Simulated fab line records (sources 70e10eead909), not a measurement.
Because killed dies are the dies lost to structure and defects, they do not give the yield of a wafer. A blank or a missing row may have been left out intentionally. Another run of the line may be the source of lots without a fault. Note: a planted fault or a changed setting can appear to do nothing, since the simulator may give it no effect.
A single fault, viewed from 2 desks ; flow nandHarc ; each desk has only its own numbers; what lay behind them comes last

TOOL OWNER'S DESK, ecdCu-02
The tool's own readings at NHARC_A_BONDPAD_ECD_18 (material Cu, target thk 400 nm): means of the sampled wafers that have a number, for each lot that ran on this tool. Any lot whose mean is over 4 standard deviations away from the usual mean is out of limits and marked OUT; that distance is given in the brackets.
Columns: A = bathHeatDutyPct at NHARC_A_BONDPAD_ECD_18, usual 6.4 %; B = bathTempC at NHARC_A_BONDPAD_ECD_18, usual 25.01 C
lot;first seen here;A;B
L202;day 19 07:23;5.7;25.06
L205;day 19 07:44;5.8;25.00
L209;day 20 03:26;6.1;25.03
L208;day 20 08:32;6.1;25.00
L211;day 20 14:16;6.0;25.01
L210;day 21 04:39;5.7;25.02
L215;day 21 18:02;5.5;24.93
L213;day 22 18:19;5.3;25.05
L217;day 22 21:14;6.2;24.96
L220;day 22 22:22;5.5;25.16
Result from this desk: across the 10 lots, nothing is out of limits.

METROLOGY DESK
Means of the sampled wafers that have a number, per lot and without regard to the tool the lot ran on: this is what the gauges read. Any lot whose mean is over 4 standard deviations away from the usual mean is out of limits and marked OUT; that distance is given in the brackets.
Columns: A = cdNm at NHARC_THIN_TSV_CD_MEAS_37, usual 5000.5 nm
lot;first seen here;A
L203;day 20 04:35;5001.1
L202;day 20 07:11;5000.9
L205;day 20 08:13;4998.3
L209;day 21 00:50;5000.2
L208;day 21 08:35;5003.4
L211;day 21 10:01;5000.7
L210;day 22 04:28;5000.9
L215;day 22 21:32;4999.2
L219;day 23 15:40;4996.7
L213;day 23 18:10;5004.0
L217;day 23 21:05;5001.1
L220;day 24 00:49;5003.3
L222;day 24 02:03;5003.8
Result from this desk: across the 13 lots, nothing is out of limits.

PUT TOGETHER
The tool owner's desk saw nothing out of limits.
From the metrology desk's view, nothing was out of limits.

WHAT THE SIMULATOR HAD INSERTED
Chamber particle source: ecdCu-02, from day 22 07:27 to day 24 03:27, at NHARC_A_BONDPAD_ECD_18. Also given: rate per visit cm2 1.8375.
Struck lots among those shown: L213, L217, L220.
